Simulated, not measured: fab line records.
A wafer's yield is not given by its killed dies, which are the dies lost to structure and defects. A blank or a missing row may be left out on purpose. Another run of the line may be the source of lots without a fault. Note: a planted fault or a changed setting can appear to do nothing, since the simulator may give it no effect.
Split-lot experiment	flow n5-finfet	7 lots, 21 wafers read, on a route of 1938 steps

ABOUT THE SPLIT
At N5_BEOL_M10_VIA_ETCH_34 (etches SiCOH lowk in C4F6/O2, target depth 184.5 nm, time 69.2 s), the setting time-s was moved away from the recipe's 69.2 s on 6 of the 21 wafers read, by -17.1% to +21.4%. The other wafers ran this setting at the recipe's value.

The reading comes from the split's own step.

THE READING
SOC_of_BEOL_M10_COAT_63.thk-nm (the simulator's own value, which no gauge read), in nm, at N5_BEOL_M10_VIA_ETCH_34 (etches SiCOH lowk in C4F6/O2, target depth 184.5 nm, time 69.2 s). The file does not state a usual value for it. Across the 15 wafers here that went through the recipe, the average is 92.0 nm and the standard deviation 0.27 nm.

wafer	tool, chamber at the split	time-s as run, s	against the recipe	SOC_of_BEOL_M10_COAT_63.thk-nm, nm	against lot-mates on the recipe
L077.2	rie-diel-04, 2	69.2	recipe	91.6	-
L077.3	rie-diel-04, 1	69.2	recipe	92.2	-
L077.5	rie-diel-04, 3	57.4	-17.1%	93.2	+1.3
L079.2	rie-diel-01, 3	61.47	-11.2%	93	+0.8
L079.4	rie-diel-01, 1	69.2	recipe	92	-
L079.6	rie-diel-01, 0	69.2	recipe	92.4	-
L081.4	rie-diel-01, 3	69.2	recipe	91.6	-
L081.5	rie-diel-01, 0	69.2	recipe	91.8	-
L081.6	rie-diel-01, 3	84.04	+21.4%	89.8	-1.9
L083.2	rie-diel-04, 2	69.2	recipe	91.8	-
L083.3	rie-diel-04, 0	69.2	recipe	91.4	-
L083.5	rie-diel-04, 2	69.2	recipe	92	-
L084.1	rie-diel-01, 2	57.38	-17.1%	93.2	+1.2
L084.4	rie-diel-01, 0	57.38	-17.1%	93.4	+1.4
L084.6	rie-diel-01, 2	69.2	recipe	92	-
L090.3	rie-diel-01, 0	69.2	recipe	92	-
L090.4	rie-diel-01, 3	69.2	recipe	92	-
L090.5	rie-diel-01, 3	69.2	recipe	92.2	-
L092.1	rie-diel-01, 3	69.2	recipe	92.2	-
L092.2	rie-diel-01, 2	69.2	recipe	92.2	-
L092.4	rie-diel-01, 1	81.24	+17.4%	90.6	-1.6

THE FIT
A straight line over all 21 wafers: SOC_of_BEOL_M10_COAT_63.thk-nm changes by -0.0847 nm for each +1% of time-s; r = -0.95; the points scatter about the line by 0.26 nm.
The same after taking each lot's own level away (the mean of its wafers on the recipe; 21 wafers): -0.0823 nm for each +1%; r = -0.98; scatter 0.17 nm.
According to that fit, moving time-s by its largest amount changes the reading by 1.8 nm.
The span of the lots' own levels, 91.70 to 92.20 nm, comes to 1.9 times the standard deviation stated above.
Hence the lot-to-lot level has little effect on the slope; both slopes agree.
Check: -1.75 nm against its lot-mates is what the line predicts for one of the wafers moved furthest among these (+21.4%) when that wafer is left out of the fit. It came out at -1.9 nm against them.

THESE WAFERS: OTHER SPLITS
Other splits were also applied to these wafers ahead of the reading. Each is held against what the fit with the lots' levels taken away leaves over:
other split on the same wafers	wafers away from the commonest value	r with SOC_of_BEOL_M10_COAT_63.thk-nm (lot level and that fit taken away)
N5_BEOL_M7_VIA_ETCH_34 source-w	4	+0.17
N5_BEOL_M9_HM_DEP_02 target-thk-a	7	+0.14
N5_BEOL_M9_EXPOSE_25 dose-mj	8	-0.33
N5_BEOL_M10_EXPOSE_25 dose-mj	9	-0.21

THE WHOLE CHAIN: every reading that the file lists as answering this split, in the file's order
step	what it does	reading	change (the file's fit)	r (the file's)
N5_BEOL_M10_VIA_ETCH_34	etches SiCOH lowk in C4F6/O2, target depth 184.5 nm, time 69.2 s	etch.depth-nm (the simulator's own value, which no gauge read)	+1.84 nm for each +1% of the setting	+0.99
N5_BEOL_M10_VIA_ETCH_34	etches SiCOH lowk in C4F6/O2, target depth 184.5 nm, time 69.2 s	SOC_of_BEOL_M10_COAT_63.thk-nm (the simulator's own value, which no gauge read)	-0.0829 nm for each +1% of the setting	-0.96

THE FILE'S OWN FIT
SOC_of_BEOL_M10_COAT_63.thk-nm changes by -0.0829 nm for each +1% of time-s, r = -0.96.
